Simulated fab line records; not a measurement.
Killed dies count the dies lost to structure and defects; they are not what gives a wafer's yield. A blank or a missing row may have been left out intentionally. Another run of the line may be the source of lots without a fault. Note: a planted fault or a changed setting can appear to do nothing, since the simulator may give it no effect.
Comparing a struck lot with a sound one	flow nandHarc	38 out of 1302 route steps
Sound: these wafers, L258.1, L258.4, L258.5. Wafers struck: L248.1, L248.2, L248.3. At the end, the cause is stated.
Per side, at each step with rows, come the tool, then ch with its chambers, and then its first start. Under that, the readings that differ: sound wafers	struck wafers	difference of the means	sigmas: that difference in standard deviations of wafers without a fault.
alike: a reading whose means differ by less than 2 such deviations, as well as words and numbers matching on both sides. not compared: withheld readings; readings where some wafer has no value; bounds like >300 that might hide an equal value; numbers whose values overlap and for which the record gives no deviation.
A row with sigmas, a row that says differs or no value, or rows on one side alone: a step with any of these is where the two part. When numbers do not overlap yet have no deviation, they are printed without sigmas and do not part them. Lack of a reading on every wafer of one side parts them only where that side has two or more wafers.

first, 9 steps without rows for these wafers: NHARC_A_CHANNEL_HOLE_D2_DEP_00 (deposits aC, target thk 3100 nm); NHARC_A_CHANNEL_HOLE_D2_DEP_01 (deposits SiON, target thk 140 nm); NHARC_A_CHANNEL_HOLE_D2_DEHYDRATE_02 (time 120 s); NHARC_A_CHANNEL_HOLE_D2_HMDS_03 (time 30 s); NHARC_A_CHANNEL_HOLE_D2_COAT_36 (time 75 s); NHARC_A_CHANNEL_HOLE_D2_COAT_37 (time 65 s); NHARC_A_CHANNEL_HOLE_D2_COAT_04 (resist thk 90 nm); NHARC_A_CHANNEL_HOLE_D2_SOFTBAKE_05 (time 55 s); NHARC_A_CHANNEL_HOLE_D2_EBR_06.
NHARC_A_CHANNEL_HOLE_D2_EXPOSE_07: exposes mask HOLE D2, target cd 100 nm.
  sound on arfiScanner-01 ch 0, day 21 15:16; struck on arfiScanner-02 ch 0, day 17 13:37
reading	sound	struck	difference	sigmas
exposureDoseMJCm2	59.58 59.60 59.62	78.28 78.28 78.35	+18.70	+99 or more
  alike: mask
then, 2 steps without rows for these wafers: NHARC_A_CHANNEL_HOLE_D2_PEB_08 (peb time 65 s); NHARC_A_CHANNEL_HOLE_D2_DEVELOP_09 (develop time 35 s).
NHARC_A_CHANNEL_HOLE_D2_CD_MEAS_10: the cd target is 100 nm.
  sound on cdSem-03 ch 0, day 21 15:25; struck on cdSem-01 ch 0, day 17 13:46
reading	sound	struck	difference	sigmas
cdNm (nm)	100.0 100.0 99.2	113.1 112.7 113.1	+13.2	+33
NHARC_A_CHANNEL_HOLE_D2_DESCUM_15: chemistry O2, time 3 s.
  sound on rieDiel-07 ch 1,2, day 21 15:36; struck on rieDiel-03 ch 0,1,3, day 17 13:57
reading	sound	struck	difference	sigmas
model.A_CHANNEL_HOLE_D2.cdNm (nm)	99.96 100 99.35	113.2 112.8 113	+13.2	
  alike: drypumpMotorCurrentA, oesProductAu, rfVppV, showerheadPlenumPTorr, throttleValvePct
  not compared: rfHoursCounterH
then, 4 steps without rows for these wafers: NHARC_A_CHANNEL_HOLE_D2_ETCH_38 (etches the open film in CF4, target depth 39 nm, time 65 s); NHARC_A_CHANNEL_HOLE_D2_ETCH_39 (etches the open film in N2/H2, target depth 260 nm, time 325 s); NHARC_A_CHANNEL_HOLE_D2_ETCH_34 (etches the open film in CF4/CHF3, target depth 154 nm, time 77 s); NHARC_A_CHANNEL_HOLE_D2_ETCH_16 (etches the open film in O2/COS, target depth 3100 nm, time 806 s).
NHARC_A_CHANNEL_HOLE_D2_CD_MEAS_18:
  struck on cdSem-02, day 17 15:03; sound on cdSem-01, day 21 16:42
reading	sound	struck	difference	sigmas
cdNm (nm)	97.6 98.2 98.2	112.9 112.9 110.4	+14.1	+8
then, 12 steps without rows for these wafers: NHARC_A_CHANNEL_HOLE_D2_ETCH_19 (etches the open film in C4F8/O2/Ar, time 34.5 s); NHARC_A_CHANNEL_HOLE_D2_ETCH_20 (etches the open film in C4F8/O2/Ar, time 361.9 s, target depth 1600 nm); NHARC_A_CHANNEL_HOLE_D2_ETCH_21 (etches the open film in C4F8/O2/Ar, time 514.3 s, target depth 1600 nm); NHARC_A_CHANNEL_HOLE_D2_ETCH_22 (etches the open film in C4F8/O2/Ar, time 666.7 s, target depth 1600 nm); NHARC_A_CHANNEL_HOLE_D2_ETCH_23 (etches the open film in C4F8/O2/Ar, time 819 s, target depth 1600 nm); NHARC_A_CHANNEL_HOLE_D2_ETCH_24 (etches the open film in C4F8/O2/Ar, time 906.2 s, target depth 1500 nm); NHARC_A_CHANNEL_HOLE_D2_ETCH_25 (etches the open film in C4F8/O2/Ar, time 1040.2 s, target depth 1500 nm); NHARC_A_CHANNEL_HOLE_D2_ETCH_26 (etches the open film in C4F8/O2/Ar, time 224.1 s, target depth 300 nm); NHARC_A_CHANNEL_HOLE_D2_ETCH_27 (etches the open film in C4F8/O2/Ar, time 90 s, target depth 400 nm); NHARC_A_CHANNEL_HOLE_D2_STRIP_41 (strips in N2/H2); NHARC_A_CHANNEL_HOLE_D2_STRIP_42 (strips in CF4/CHF3); NHARC_A_CHANNEL_HOLE_D2_STRIP_43 (strips in O2/COS).
NHARC_A_CHANNEL_HOLE_D2_ETCH_44: etches the open film in CF4/O2, target depth 140 nm, overetch 14 nm, time 77 s.
  sound on rieDiel-08 ch 0,1,2, day 21 21:30; struck on rieDiel-07 ch 0,2,3, day 17 23:04
reading	sound	struck	difference	sigmas
throttleValvePct (%)	13.410 13.409 13.413	13.397 13.379 13.396	-0.020	-2
model.A_CHANNEL_HOLE_D2.cdNm (nm)	89.53 89.52 88.52	102.9 102.5 103.5	+13.8	
  alike: drypumpMotorCurrentA, oesProductAu, rfVppV, showerheadPlenumPTorr
  not compared: rfHoursCounterH
then, 3 steps without rows for these wafers: NHARC_A_CHANNEL_HOLE_D2_STRIP_28 (strips in O2); NHARC_A_CHANNEL_HOLE_D2_PRECLEAN_29 (cleans in SC1); NHARC_A_CHANNEL_HOLE_D2_SRD_30.
NHARC_A_CHANNEL_HOLE_D2_CD_MEAS_31:
  struck on cdSem-01, day 17 23:53; sound on cdSem-03, day 21 22:18
reading	sound	struck	difference	sigmas
cdNm (nm)	88.9 89.5 88.7	103.0 102.7 104.0	+14.2	+14
NHARC_A_CHANNEL_HOLE_D2_XSEM_32:
  sound on xsem-01 ch 0, day 21 22:23; struck on xsem-01 ch 0, day 17 23:58
reading	sound	struck	difference	sigmas
botCdNm (nm)	74.1 74.0 72.8	87.4 87.1 87.8	+13.8	+12
  alike: bowNm, tiltDeg
-- record jumps: 11 days between struck wafers' starts before vs after; left off in module A_CHANNEL_HOLE_D2, resumes in module END, first step shown is number 1301 of the route --
NHARC_END_WLT_00:
  struck on prober-01, day 29 06:33; sound on prober-01, day 33 00:29
reading	sound	struck	difference	sigmas
VT_DECK1_BOTTOM_INNER	0.862 0.862 0.870	0.885 0.881 0.873	+0.015	+2
VT_DECK1_MIDDLE	0.868 0.877 0.879	0.895 0.893 0.889	+0.018	+3
VT_DECK1_TOP	0.895 0.883 0.883	0.914 0.909 0.906	+0.023	+3
VT_DECK2_BOTTOM	0.860 0.866 0.856	0.900 0.904 0.907	+0.043	+6
VT_DECK2_BOTTOM_INNER	0.863 0.867 0.869	0.899 0.902 0.903	+0.035	+5
VT_DECK2_MEDIAN_NEAR_BOTTOM	0.862 0.860 0.856	0.904 0.891 0.911	+0.043	+6
VT_DECK2_MEDIAN_NEAR_BOTTOM_INNER	0.855 0.866 0.863	0.900 0.903 0.901	+0.040	+5
VT_DECK2_MIDDLE	0.878 0.872 0.866	0.914 0.915 0.908	+0.040	+5
VT_DECK2_MIDDLE_INNER	0.877 0.882 0.874	0.915 0.914 0.911	+0.036	+5
VT_DECK2_TOP	0.897 0.877 0.890	0.922 0.922 0.918	+0.033	+4
VT_DECK2_TOP_INNER	0.889 0.878 0.891	0.917 0.919 0.926	+0.035	+5
  alike: VT_DECK1_BOTTOM, VT_DECK1_MEDIAN_NEAR_BOTTOM, VT_DECK1_MEDIAN_NEAR_BOTTOM_INNER, VT_DECK1_MIDDLE_INNER, VT_DECK1_TOP_INNER

## WHERE THEY PART
Earliest at NHARC_A_CHANNEL_HOLE_D2_EXPOSE_07; latest, in this record, at NHARC_END_WLT_00.

WHY: the cause the simulator had injected
Process parameters drifting: arfiScanner-02 at NHARC_A_CHANNEL_HOLE_D2_EXPOSE_07, beginning at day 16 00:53. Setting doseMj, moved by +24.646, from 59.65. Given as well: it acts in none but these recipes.
